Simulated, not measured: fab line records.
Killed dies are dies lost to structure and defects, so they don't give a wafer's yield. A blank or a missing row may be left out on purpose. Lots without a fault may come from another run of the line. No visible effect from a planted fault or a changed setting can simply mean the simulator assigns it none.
fab line records    flow nandHarc
record lots=13  wafers=39  lastDay=25
route steps=1159 shown P_GATE@200 P_M0@253 END@1159
lots that met no fault: from a run of the same line without faults
startH: the number of hours between the record's first day and the start of the first shown wafer of the lot    waitH: how many hours have passed since the lot's step before this one    " same as the row above    L1.1+2: several wafers, shown together as one row    - no value, or no start given    * or withheld: withheld    < > ~ a bound
route shown NAME@n: NAME is a module with steps in the file, n the number in the route of the first one    usual: the fault-free wafers' mean and standard deviation    same: alike in all rows    chamber/n: place in a boat    sites: per-site readings    _std_site: standard deviation of those values    _edge_site: inner sites' mean taken away from outer sites' mean    radiusMm: how far each site lies from the wafer's centre    mask NAME#n: copy n    behind: the most recent tool/chamber to have shaped the wafer    hold: the reason the lot was held/the length of the hold in hours/how it ended    device: which transistor (n, p or np) failed to switch    end of line: tests of these same wafers at the route's end    step lacking rows: just its recipe    killed: count of dies lost to structure and defects at first sort (not the wafer's yield)    map: dies across one wafer; x = killed, . = not, _ = none there
set.NAME: setting as actually run; set.NAME@STEP: the setting as run at that earlier step    model.NAME: the simulator's own value behind a step, which no gauge read
one table for each step of the route and one row for each wafer, over a sample of lots
services: the hour from which a tool's chamber was out of use, counted from the record's first day as startH (under 0 if before that day), plus the number of hours and why
## steps
# step NHARC_P_GATE_CD_MEAS_91
# recipe targetCdNm=2000  landingEnergyEv=500
# usual cdNm=2000.2/2.1
lot.wafer  tool      chamber  startH  waitH  cdNm
L132.3     cdSem-01  0        99.67   -      2000.1
L132.4     "         0        "       "      2002.8
L132.5     "         0        "       "      2002.2
L133.1     cdSem-02  0        108.87  -      2001.1
L133.4     "         0        "       "      2001.4
L133.5     "         0        "       "      1999.4
L137.1     cdSem-02  0        129.95  -      2000.5
L137.2     "         0        "       "      2000.7
L137.5     "         0        "       "      2000.8
L136.3     cdSem-02  0        130.84  -      2001.9
L136.4     "         0        "       "      2005.3
L136.6     "         0        "       "      2003.7
L139.4     cdSem-02  0        141.60  -      1999.5
L139.5     "         0        "       "      1996.2
L139.6     "         0        "       "      1999.2
L140.1     cdSem-02  0        152.57  -      1998.2
L140.2     "         0        "       "      1999.6
L140.4     "         0        "       "      1998.7
L141.2     cdSem-01  0        153.32  -      2002.8
L141.3     "         0        "       "      1999.6
L141.5     "         0        "       "      2001.5
L143.1     cdSem-03  0        165.76  -      2001.1
L143.2     "         0        "       "      2001.0
L143.4     "         0        "       "      2001.3
L142.1     cdSem-01  0        166.04  -      2004.6
L142.4     "         0        "       "      1997.8
L142.5     "         0        "       "      2001.9
L146.2     cdSem-02  0        188.90  -      1999.4
L146.4     "         0        "       "      2000.2
L146.5     "         0        "       "      1998.9
L148.1     cdSem-02  0        193.60  -      1999.5
L148.3     "         0        "       "      1999.2
L148.6     "         0        "       "      2000.8
L151.1     cdSem-02  0        217.37  -      1999.0
L151.3     "         0        "       "      1999.2
L151.6     "         0        "       "      1997.1
L154.1     cdSem-02  0        238.68  -      1999.9
L154.3     "         0        "       "      1997.4
L154.5     "         0        "       "      2000.9
# step NHARC_P_GATE_RTA_64
# recipe tempC=1050  timeS=1
# usual lampPowerPct=32.8/1.6  lamp_zone_7_pct=33.2/1.6  wafer_temp_C_max=1056.8/1.4
lot.wafer  tool          chamber  startH  waitH  lampPowerPct  lamp_zone_7_pct  wafer_temp_C_max
L132.3     rtpAnneal-02  0        101.63  -      31.3          31.7             1057.6
L132.4     "             0        "       "      31.3          31.7             1056.4
L132.5     "             0        "       "      31.4          31.8             1056.8
L133.1     rtpAnneal-01  0        110.69  -      34.5          35.0             1057.7
L133.4     "             0        "       "      34.5          34.9             1057.7
L133.5     "             0        "       "      34.4          34.9             1057.7
L137.1     rtpAnneal-01  0        131.76  -      34.5          34.9             1056.0
L137.2     "             0        "       "      34.4          34.9             1058.0
L137.5     "             0        "       "      34.4          34.8             1060.7
L136.3     rtpAnneal-02  0        133.01  -      31.4          31.8             1057.0
L136.4     "             0        "       "      31.3          31.7             1057.0
L136.6     "             0        "       "      31.3          31.7             1055.5
L139.4     rtpAnneal-02  0        143.50  -      31.4          31.7             1055.4
L139.5     "             0        "       "      31.3          31.7             1057.2
L139.6     "             0        "       "      31.3          31.7             1055.5
L140.1     rtpAnneal-01  0        154.40  -      34.5          34.8             1058.7
L140.2     "             0        "       "      34.4          34.9             1058.3
L140.4     "             0        "       "      34.4          34.9             1057.7
L141.2     rtpAnneal-02  0        155.15  -      31.3          31.7             1056.7
L141.3     "             0        "       "      31.3          31.8             1056.0
L141.5     "             0        "       "      31.4          31.7             1055.7
L143.1     rtpAnneal-01  0        167.58  -      34.4          34.9             1057.3
L143.2     "             0        "       "      34.4          34.8             1055.7
L143.4     "             0        "       "      34.4          34.8             1059.5
L142.1     rtpAnneal-02  0        167.87  -      31.3          31.7             1054.2
L142.4     "             0        "       "      31.3          31.7             1055.5
L142.5     "             0        "       "      31.4          31.7             1056.0
L146.2     rtpAnneal-02  0        190.73  -      31.3          31.7             1056.5
L146.4     "             0        "       "      31.3          31.7             1056.1
L146.5     "             0        "       "      31.3          31.7             1054.8
L148.1     rtpAnneal-02  0        195.63  -      31.3          31.7             1055.8
L148.3     "             0        "       "      31.3          31.7             1056.3
L148.6     "             0        "       "      31.2          31.6             1056.9
L151.1     rtpAnneal-01  0        219.34  -      34.3          34.9             1056.9
L151.3     "             0        "       "      34.5          34.9             1056.9
L151.6     "             0        "       "      34.4          34.9             1058.6
L154.1     rtpAnneal-02  0        240.49  -      31.3          31.7             1057.1
L154.3     "             0        "       "      31.3          31.7             1055.6
L154.5     "             0        "       "      31.3          31.7             1056.7
# step NHARC_P_GATE_INSPECT_68
# usual rawDefectCount=206/82
lot.wafer  tool              chamber  startH  waitH  rawDefectCount
L132.3     defectInspect-01  -        102.83  0.1    394
L132.4     "                 -        "       "      429
L132.5     "                 -        "       "      211
L133.1     defectInspect-02  -        111.95  0.2    162
L133.4     "                 -        "       "      215
L133.5     "                 -        "       "      171
L137.1     defectInspect-01  -        133.32  0.2    128
L137.2     "                 -        "       "      147
L137.5     "                 -        "       "      108
L136.3     defectInspect-01  -        134.63  0.1    151
L136.4     "                 -        "       "      118
L136.6     "                 -        "       "      161
L139.4     defectInspect-01  -        144.70  0.1    327
L139.5     "                 -        "       "      298
L139.6     "                 -        "       "      303
L140.1     defectInspect-01  -        155.66  0.2    117
L140.2     "                 -        "       "      109
L140.4     "                 -        "       "      139
L141.2     defectInspect-01  -        156.38  0.1    223
L141.3     "                 -        "       "      265
L141.5     "                 -        "       "      128
L143.1     defectInspect-01  -        168.86  0.2    201
L143.2     "                 -        "       "      294
L143.4     "                 -        "       "      129
L142.1     defectInspect-01  -        169.26  0.2    175
L142.4     "                 -        "       "      151
L142.5     "                 -        "       "      119
L146.2     defectInspect-01  -        192.04  0.1    81
L146.4     "                 -        "       "      160
L146.5     "                 -        "       "      134
L148.1     defectInspect-02  -        197.25  0.2    142
L148.3     "                 -        "       "      563
L148.6     "                 -        "       "      207
L151.1     defectInspect-02  -        220.61  0.2    186
L151.3     "                 -        "       "      131
L151.6     "                 -        "       "      217
L154.1     defectInspect-01  -        242.26  0.2    128
L154.3     "                 -        "       "      122
L154.5     "                 -        "       "      315
# step NHARC_P_M0_DEP_00
# recipe targetThkA=1500  targetThkNm=150  tempC=withheld  pressureTorr=5  flowSccm=200  rfW=600  material=SiOC
# usual rfFwdPowerW=598.0/1.7
lot.wafer  tool      chamber  startH  waitH  rfFwdPowerW
L132.3     pecvd-04  2        118.81  0.1    600.5
L132.4     "         2        "       "      599.4
L132.5     "         0        "       "      595.7
L133.1     pecvd-04  0        129.63  0.2    599.5
L133.4     "         2        "       "      598.2
L133.5     "         0        "       "      599.5
L137.2     pecvd-01  1        141.90  0.1    601.2
L137.1     "         2        "       "      597.7
L137.5     "         2        "       "      597.8
L136.3     pecvd-01  2        142.88  0.1    594.5
L136.4     "         0        "       "      600.0
L136.6     "         1        "       "      597.1
L139.5     pecvd-04  1        149.90  0.2    597.1
L139.6     "         2        "       "      597.8
L139.4     "         0        "       "      597.3
L140.1     pecvd-03  0        163.43  0.1    596.8
L140.2     "         1        "       "      601.9
L140.4     "         0        "       "      596.7
L141.2     pecvd-01  1        164.03  0.1    595.6
L141.3     "         2        "       "      597.7
L141.5     "         1        "       "      600.1
L142.1     pecvd-03  1        179.33  0.1    597.9
L142.5     "         0        "       "      597.9
L142.4     "         2        "       "      600.9
L143.2     pecvd-01  1        179.61  0.1    600.8
L143.1     "         2        "       "      597.3
L143.4     "         0        "       "      596.0
L143.2     pecvd-01  1        180.57  -      597.9
L143.1     "         2        "       "      598.4
L143.4     "         0        "       "      598.4
L146.2     pecvd-03  1        199.53  0.2    598.2
L146.5     "         1        "       "      596.9
L146.4     "         2        "       "      598.9
L148.3     pecvd-03  2        204.60  0.1    598.0
L148.1     "         1        "       "      599.5
L148.6     "         0        "       "      597.8
L148.3     pecvd-03  2        205.10  -      600.2
L148.1     "         1        "       "      599.3
L148.6     "         0        "       "      596.9
L151.3     pecvd-03  0        225.50  0.1    599.9
L151.1     "         1        "       "      597.5
L151.6     "         1        "       "      597.1
L151.3     pecvd-03  0        226.00  -      602.0
L151.1     "         1        "       "      598.7
L151.6     "         1        "       "      600.7
L154.1     pecvd-01  1        252.08  0.1    596.4
L154.3     "         2        "       "      595.4
L154.5     "         2        "       "      596.7
# step NHARC_END_SORT_01
# recipe tempC=25
# usual defectLimitedYield=95.4/1.8  killedAtArray=27/11  killedAtOther=0.7/1.1  killedAtPeriphery=3.4/2.1  killedDies=31/12  killedOpen=3.6/2  killedShort=2.0/1.3  sort_bin_2_pct=1.5/0.71  sort_bin_3_pct=0.25/0.22  sort_bin_4_pct=2.9/1.2  sortNPass=646/12  sortRimYieldPct=95.0/2.5  sortYieldPct=95.4/1.8
# same grossDies=677  sort_bin_5_pct[%]=0  sort_bin_6_pct[%]=0  sort_bin_7_pct[%]=0  sort_bin_8_pct[%]=0  sortRimNGross=106.00
lot.wafer  tool       chamber  startH  waitH  defectLimitedYield[%]  killedAtArray  killedAtOther  killedAtPeriphery  killedDies  killedOpen  killedShort  sort_bin_2_pct[%]  sort_bin_3_pct[%]  sort_bin_4_pct[%]  sortNPass  sortRimYieldPct[%]  sortYieldPct[%]
L143.1     prober-01  0        498.39  2.5    0                      39             1              637                677         2           2            94.8               0.59               4.6                0          0                   0
L143.2     prober-01  0        499.19  2.8    0                      36             0              641                677         6           3            95.7               0.30               4.0                0          0                   0
L143.4     prober-01  0        500.79  3.4    0                      34             0              643                677         5           2            96.2               0.30               3.5                0          0                   0
L148.1     prober-02  0        540.38  2.5    0                      37             1              639                677         7           4            95.3               0.59               4.1                0          0                   0
L148.3     prober-02  0        541.98  3.1    0                      45             0              632                677         2           2            96.0               0.44               3.5                0          0                   0
L148.6     prober-02  0        544.37  4.0    0                      31             0              646                677         3           2            96.6               0.74               2.7                0          0                   0
L151.1     prober-02  0        548.16  2.5    0                      24             0              653                677         3           1            96.5               0.15               3.4                0          0                   0
L151.3     prober-02  0        549.77  3.1    0                      37             0              640                677         2           6            96.0               0.44               3.5                0          0                   0
L151.6     prober-02  0        552.20  4.0    0                      22             1              654                677         5           2            97.0               0.15               2.8                0          0                   0
# killed by level:class
L143.1 P_M0:areaDep=633 A_CHANNEL_HOLE_D1:chamberFilmFlake=21 A_STAIRCASE:chamberFilmFlake=6 A_WL_FILL:chamberFilmFlake=5 P_ZERO_WELL:chamberFilmFlake=3 A_SGD_CUT:chamberFilmFlake=2 P_M0:geometricParticle:open=1 A_WL_FILL:geometricParticle:short=1
L143.2 P_M0:areaDep=635 A_CHANNEL_HOLE_D1:chamberFilmFlake=20 A_STAIRCASE:chamberFilmFlake=4 P_M0:chamberFilmFlake=3 A_CONTACT:chamberFilmFlake=3 A_CONTACT:geometricParticle:open=2 P_M0:geometricParticle:open=1 A_ONON_D1:geometricParticle:open=1
L143.4 P_M0:areaDep=640 A_CHANNEL_HOLE_D1:chamberFilmFlake=21 A_STAIRCASE:chamberFilmFlake=4 A_WL_FILL:chamberFilmFlake=3 P_M0:geometricParticle:open=2 P_M0:geometricParticle:short=1 A_ONON_D1:geometricParticle:short=1 A_CONTACT:geometricParticle:open=1
L148.1 P_M0:areaDep=632 A_CHANNEL_HOLE_D1:chamberFilmFlake=23 P_ZERO_WELL:chamberFilmFlake=5 A_CONTACT:chamberFilmFlake=4 A_CONTACT:geometricParticle:open=3 P_CONTACT:geometricParticle:open=2 A_CONTACT:geometricParticle:short=2 A_CHANNEL_FILL_D1:geometricParticle:short=1
L148.3 P_M0:areaDep=626 A_CHANNEL_HOLE_D1:chamberFilmFlake=32 A_CONTACT:chamberFilmFlake=8 P_ZERO_WELL:chamberFilmFlake=5 A_CHANNEL_FILL_D1:geometricParticle:short=1 A_SGD_CUT:geometricParticle:open=1 A_SGD_CUT:geometricParticle:short=1 A_CONTACT:geometricParticle:open=1
L148.6 P_M0:areaDep=644 A_CHANNEL_HOLE_D1:chamberFilmFlake=24 A_M0:geometricParticle:open=2 P_ZERO_WELL:chamberFilmFlake=2 A_CHANNEL_FILL_D1:geometricParticle:open=1 A_STAIRCASE:geometricParticle:short=1 A_M0:geometricParticle:short=1 A_CONTACT:chamberFilmFlake=1
L151.1 P_M0:areaDep=644 A_CHANNEL_HOLE_D1:chamberFilmFlake=20 P_BONDPAD:chamberFilmFlake=4 P_GATE:chamberFilmFlake=2 P_M1:chamberFilmFlake=2 P_STI:geometricParticle:open=1 A_CHANNEL_FILL_D1:geometricParticle:open=1 A_CHANNEL_FILL_D1:geometricParticle:short=1
L151.3 P_M0:areaDep=634 A_CHANNEL_HOLE_D1:chamberFilmFlake=26 P_BONDPAD:chamberFilmFlake=5 A_CONTACT:geometricParticle:short=2 A_CONTACT:chamberFilmFlake=2 A_SOURCE_PLATE:geometricParticle:short=1 A_CHANNEL_HOLE_D1:geometricParticle:short=1 A_STAIRCASE:geometricParticle:open=1
L151.6 P_M0:areaDep=646 A_CHANNEL_HOLE_D1:chamberFilmFlake=17 P_GATE:chamberFilmFlake=3 P_BONDPAD:chamberFilmFlake=2 P_M0:geometricParticle:open=1 P_M1:geometricParticle:open=1 A_ONON_D1:geometricParticle:short=1 A_SLIT:geometricParticle:open=1
## services
tool      chamber  startH  hours  kind
pecvd-03  -        111.13  13.0   pm
pecvd-03  0        111.13  13.0   ventCycle
pecvd-03  1        111.13  13.0   ventCycle
pecvd-03  2        111.13  13.0   ventCycle
pecvd-03  0        124.13  -      clean
pecvd-03  1        124.13  -      clean
pecvd-03  2        124.13  -      clean
pecvd-03  -        156.91  0.2    repair
pecvd-04  -        195.33  13.0   pm
pecvd-04  0        195.33  13.0   ventCycle
pecvd-04  1        195.33  13.0   ventCycle
pecvd-04  2        195.33  13.0   ventCycle
pecvd-01  0        197.05  7.9    repair
pecvd-04  0        208.33  -      clean
pecvd-04  1        208.33  -      clean
pecvd-04  2        208.33  -      clean
pecvd-01  -        237.19  13.0   pm
pecvd-01  0        237.19  21.5   ventCycle
pecvd-01  1        237.19  13.0   ventCycle
pecvd-01  2        237.19  13.0   ventCycle
pecvd-01  1        250.19  -      clean
pecvd-01  2        250.19  -      clean
## key
firstSign step=NHARC_P_M0_DEP_00  reading=visit  direction=added
effect step=NHARC_END_SORT_01  reading=killedAtPeriphery  direction=up  sigmas=99+  usual=3.4  struck=642.8
moreKillsBornAt NHARC_P_M0_DEP_00@pecvd-03=3826  NHARC_P_M0_DEP_00@pecvd-01=1911
metAt NHARC_P_M0_DEP_00
struckLots L143,L148,L151
laterRowsLeftOut L143.1,L143.2,L143.4,L148.1,L148.3,L148.6,L151.1,L151.3,L151.6
notActingAt NHARC_P_GATE_CD_MEAS_91,NHARC_P_GATE_RTA_64,NHARC_P_GATE_INSPECT_68
fault kind=repeatedStepWhole  tool=pecvd-01,pecvd-03,pecvd-04  chamber=-  onsetH=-  steps=NHARC_P_M0_DEP_00  times=1  scope=struckLotsOnly
# laterRowsLeftOut: the simulator's readings of these wafers behind a module that went badly wrong aren't trusted and aren't shown, but for the sort
